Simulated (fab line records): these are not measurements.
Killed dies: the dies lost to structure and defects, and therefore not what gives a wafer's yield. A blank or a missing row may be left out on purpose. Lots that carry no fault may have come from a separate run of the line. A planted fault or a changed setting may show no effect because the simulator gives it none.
A struck lot beside a sound one    flow nandHarc    15 steps out of a route of 1302
Sound: wafers L947.2, L947.5, L947.6. Struck: wafer L968.5 (left out: L968.1, L968.4 of the same lot, which were not struck); the cause appears at the end.
Per side, at each step with rows, come the tool, then ch with its chambers, and then its first start. Under that, the readings that differ: sound wafers    struck wafers    difference of the means    sigmas: that difference in standard deviations of wafers without a fault.
alike: readings whose means differ by less than 2 such deviations, and words and numbers that are the same on both sides. not compared: withheld readings, readings that some wafer has no value for, bounds like >300 that may hide the same value, and numbers for which the record gives no deviation and whose values overlap.
Wherever a step has rows on one side only, a row that says differs or no value, or a row with sigmas, the two part there. Numbers that don't overlap but have no deviation are shown without sigmas and don't part them. Lack of a reading on every wafer of one side parts them only where that side has two or more wafers.

first, 3 steps without rows for these wafers: NHARC_THIN_TSV_EXPOSE_09 (exposes mask TSV); NHARC_THIN_TSV_PEB_10 (peb time 85 s); NHARC_THIN_TSV_DEVELOP_11 (time 70 s).
NHARC_THIN_TSV_CD_MEAS_12: target cd 1000 nm.
  sound on cdSem-03 ch 0, day 24 12:14; struck on cdSem-01 ch 0, day 32 12:55
  alike: cdNm
then, 2 steps without rows for these wafers: NHARC_THIN_TSV_HARDBAKE_13 (time 80 s); NHARC_THIN_TSV_DESCUM_14 (chemistry O2, time 3 s).
NHARC_THIN_TSV_ETCH_44: etches the open film in CF4/O2, target depth 1594.2 nm, time 797.1 s.
  sound on rieDiel-09 ch 0,2,3, day 24 12:40; struck on rieDiel-13 ch 0, day 32 13:13
reading                       sound                 struck  difference  sigmas
chamberPressureMTorr (mTorr)  30.046 30.049 30.041  29.984  -0.061      -2
oesProductAu (a.u.)           1.008 1.017 1.000     0.981   -0.027      -3
rfVppV (V)                    799 798 796           787     -11         -2
showerheadPlenumPTorr (Torr)  1.92 1.93 1.88        1.71    -0.20       -2
  alike: drypumpMotorCurrentA, rfFwdPowerW, throttleValvePct
  not compared: rfHoursCounterH
NHARC_THIN_TSV_ETCH_15: target depth 3000 nm, bosch target overetch cycles 2, bosch etch step 2.8 s.
  sound on rieSi-06 ch 0,2,3, day 24 13:05; struck on rieSi-05 ch 3, day 32 13:46
reading                   sound        struck  difference  sigmas
drypumpMotorCurrentA (A)  6.0 5.2 4.8  6.5     +1.2        +2
  not compared: rfHoursCounterH
NHARC_THIN_TSV_CD_MEAS_16:
  sound on cdSem-01, day 24 13:12; struck on cdSem-01, day 32 13:52
  alike: cdNm
NHARC_THIN_TSV_STRIP_45: strips in O2.
  sound on plasmaAsher-02 ch 0,1, day 24 13:25; struck on plasmaAsher-02 ch 0, day 32 14:00
  alike: drypumpMotorCurrentA, heaterPowerW
  not compared: rfHoursCounterH
then, 1 step without rows for these wafers: NHARC_THIN_TSV_STRIP_46 (strips in post etch residue remover, time 1200 s).
NHARC_THIN_TSV_DEP_47: deposits SiO2, target thk 200 nm.
  sound on pecvd-01 ch 1,2, day 24 14:12; struck on pecvd-03 ch 0, day 32 14:47
  alike: rfFwdPowerW, throttleValvePct
NHARC_THIN_TSV_ETCHBACK_48: etches the open film in C4F8/Ar, target depth 1028.5 nm, time 405.17 s.
  sound on rieDiel-13 ch 0,2,3, day 24 14:38; struck on rieDiel-12 ch 2, day 32 15:08
reading       sound        struck   difference  sigmas
overEtchFrac  0.3 0.3 0.3  0.18658  -0.11342    
  alike: chamberPressureMTorr, oesProductAu, rfFwdPowerW, rfVppV
  not compared: rfHoursCounterH
NHARC_THIN_TSV_STRIP_62: strips in N2/H2, time 20 s.
  sound on plasmaAsher-02 ch 0,1, day 24 14:56; struck on plasmaAsher-01 ch 0, day 32 15:32
  alike: drypumpMotorCurrentA, heaterPowerW
  not compared: rfHoursCounterH
then, 1 step without rows for these wafers: NHARC_END_SORT_01.

== WHERE THEY PART ==
Earliest at NHARC_THIN_TSV_ETCH_44; latest, in this record, at NHARC_THIN_TSV_ETCH_15. Later steps at which nothing parts them and some readings are alike: NHARC_THIN_TSV_CD_MEAS_16, NHARC_THIN_TSV_STRIP_45, NHARC_THIN_TSV_DEP_47, NHARC_THIN_TSV_ETCHBACK_48, NHARC_THIN_TSV_STRIP_62.

WHY: what the simulator had put in
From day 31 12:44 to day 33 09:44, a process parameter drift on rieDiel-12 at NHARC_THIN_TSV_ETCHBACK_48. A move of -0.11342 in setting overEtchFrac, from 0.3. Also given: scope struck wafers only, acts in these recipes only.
